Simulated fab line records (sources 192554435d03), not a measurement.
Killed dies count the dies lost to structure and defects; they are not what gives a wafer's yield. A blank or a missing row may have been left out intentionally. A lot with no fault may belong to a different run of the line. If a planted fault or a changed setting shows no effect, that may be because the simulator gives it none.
Split-lot trial | flow n5Finfet | 7 lots, 21 wafers read, on a route of 1938 steps

== ABOUT THE SPLIT ==
At N5_PASSIVATION_ETCH_54 (etches SiO2 in CHF3/O2, target depth 880 nm, time 440 s), the setting sourceW was moved away from the recipe's 650 W on 6 of the 21 wafers read, by -16.5% to +5.7%. This setting was run at the recipe's value on the other wafers.

Reading taken at the split's own step.

== THE READING ==
rfVppV, in V, at N5_PASSIVATION_ETCH_54 (etches SiO2 in CHF3/O2, target depth 880 nm, time 440 s). Fault-free wafers of this fab line usually give 530 V, standard deviation 7.6 V.

wafer  | tool, chamber at the split | sourceW as run, W | against the recipe | rfVppV, V | against lot-mates on the recipe
L074.1 | rieDiel-01, 1              | 650               | recipe             | 524       | -
L074.5 | rieDiel-01, 3              | 542.5             | -16.5%             | 582       | +60
L074.6 | rieDiel-01, 2              | 650               | recipe             | 519       | -
L075.2 | rieDiel-05, 0              | 650               | recipe             | 525       | -
L075.5 | rieDiel-05, 1              | 587.8             | -9.6%              | 571       | +46
L075.6 | rieDiel-05, 3              | 650               | recipe             | 524       | -
L076.3 | rieDiel-05, 2              | 650               | recipe             | 538       | -
L076.4 | rieDiel-05, 1              | 650               | recipe             | 545       | -
L076.5 | rieDiel-05, 2              | 602               | -7.4%              | 559       | +18
L083.1 | rieDiel-01, 2              | 687.3             | +5.7%              | 508       | -20
L083.4 | rieDiel-01, 0              | 650               | recipe             | 537       | -
L083.5 | rieDiel-01, 2              | 650               | recipe             | 520       | -
L091.3 | rieDiel-05, 0              | 650               | recipe             | 525       | -
L091.4 | rieDiel-05, 2              | 650               | recipe             | 538       | -
L091.5 | rieDiel-05, 2              | 650               | recipe             | 539       | -
L094.1 | rieDiel-01, 0              | 571.4             | -12.1%             | 573       | +42
L094.2 | rieDiel-01, 2              | 571.4             | -12.1%             | 553       | +22
L094.3 | rieDiel-01, 3              | 650               | recipe             | 531       | -
L093.2 | rieDiel-06, 0              | 650               | recipe             | 532       | -
L093.3 | rieDiel-06, 1              | 650               | recipe             | 519       | -
L093.4 | rieDiel-06, 2              | 650               | recipe             | 531       | -

FIT RESULTS
A straight line over all 21 wafers: rfVppV changes by -3.22 V for each +1% of sourceW; r = -0.91; the points scatter about the line by 8.5 V.
The same after taking each lot's own level away (the mean of its wafers on the recipe; 21 wafers): -3.33 V for each +1%; r = -0.93; scatter 7.4 V.
The reading moves by 55 V for the largest change in sourceW, on that fit.
From 521.5 to 541.5 V: that is the span of the lots' own levels, equal to 2.6 times the standard deviation above.
The two slopes are in agreement: the lot-to-lot level therefore moves the slope only a little.
Check: +51.5 V against its lot-mates is what the line predicts for one of the wafers moved furthest among these (-16.5%) when that wafer is left out of the fit. Against them it came out at +60.5 V.
Tool readings at the split's step, against how far the setting was moved: rfVppV r = -0.91.

== THE FILE'S OWN FIT ==
rfVppV changes by -3.48 V for each +1% of sourceW, r = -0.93.
